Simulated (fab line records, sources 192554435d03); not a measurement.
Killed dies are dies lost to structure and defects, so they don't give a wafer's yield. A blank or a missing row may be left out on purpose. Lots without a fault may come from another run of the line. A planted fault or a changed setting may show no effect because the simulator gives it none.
Chamber matching | flow n5_finfet | N5_BEOL_M10_ALD_74 on ald_metal-01: 4 sister chambers
The step deposits TaN, target thk 2 nm, pulse time 2 s, purge time 3 s. 4 wafers are shown with their chamber, then 9 later ones without.

WAFERS WITH THEIR CHAMBER
wafer  | chamber | heater_power_w (W)
L077.6 | 1       | 313
L091.1 | 0       | 314
L091.4 | 2       | 388
L091.5 | 3       | 458

WAFERS WITHOUT THEIR CHAMBER
wafer  | heater_power_w (W)
L094.1 | 460
L094.4 | 320
L094.5 | 465
L093.3 | 389
L093.5 | 454
L093.6 | 391
L096.1 | 312
L096.2 | 467
L096.4 | 327

WHICH CHAMBER EACH WENT THROUGH
wafer  | from the rows above     | in truth
L094.1 | 3                       | 3
L094.4 | can't be placed: 0 or 1 | 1
L094.5 | 3                       | 3
L093.3 | 2                       | 2
L093.5 | 3                       | 3
L093.6 | 2                       | 2
L096.1 | can't be placed: 1 or 0 | 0
L096.2 | 3                       | 3
L096.4 | can't be placed: 0 or 1 | 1
Placed correctly: 6 of 9. Can't be placed from these rows: 3 (the true chamber is among the candidates in 3). Placed wrongly: 0.
How it was worked out, from the rows above alone: a wafer's distance from a chamber is the root of the sum, over the readings, of the square of ((its reading less the chamber's mean) divided by the reading's scatter). The wafer belongs to the nearest chamber; if the next one is less than 2 further off, it can't be placed. A chamber's mean is the mean of its shown wafers. The scatter: with one shown wafer a chamber, the root of the mean of the squares of how far each hidden wafer lies from its nearest shown one.
